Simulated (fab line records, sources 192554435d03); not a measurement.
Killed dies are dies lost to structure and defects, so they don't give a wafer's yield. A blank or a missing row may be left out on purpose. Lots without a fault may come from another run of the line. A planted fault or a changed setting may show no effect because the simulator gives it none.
Chamber matching | flow n5_finfet | N5_FIN_SAQP_PECVD_06 on pecvd-04: 3 sister chambers
The step deposits a-Si from SiH4/He, target thk 60 nm, time 48.1 s. 6 wafers are shown with their chamber, then 7 later ones without.

WAFERS WITH THEIR CHAMBER
wafer  | chamber | throttle_valve_pct (%) | showerhead_plenum_p_Torr (Torr)
L077.4 | 1       | 17.3                   | 5.62
L080.2 | 1       | 17.3                   | 5.61
L080.3 | 0       | 18.2                   | 5.64
L080.4 | 2       | 18.2                   | 5.58
L085.2 | 0       | 18.4                   | 5.67
L085.5 | 2       | 18.4                   | 5.55

WAFERS WITHOUT THEIR CHAMBER
wafer  | throttle_valve_pct (%) | showerhead_plenum_p_Torr (Torr)
L085.6 | 18.5                   | 5.65
L089.2 | 18.1                   | 5.65
L089.4 | 18.5                   | 5.56
L089.6 | 18.4                   | 5.56
L090.1 | 18.2                   | 5.57
L090.2 | 17.6                   | 5.62
L090.6 | 18.4                   | 5.56

WHICH CHAMBER EACH WENT THROUGH
wafer  | from the rows above | in truth
L085.6 | 0                   | 0
L089.2 | 0                   | 0
L089.4 | 2                   | 2
L089.6 | 2                   | 2
L090.1 | 2                   | 2
L090.2 | 1                   | 1
L090.6 | 2                   | 2
Placed correctly: 7 of 7. Can't be placed from these rows: 0. Placed wrongly: 0.
How it was worked out, from the rows above alone: a wafer's distance from a chamber is the root of the sum, over the readings, of the square of ((its reading less the chamber's mean) divided by the reading's scatter). The wafer belongs to the nearest chamber; if the next one is less than 2 further off, it can't be placed. A chamber's mean is the mean of its shown wafers. The scatter: the root of (the sum of the squares of (reading less its chamber's mean) over the shown wafers, divided by (wafers less chambers)).
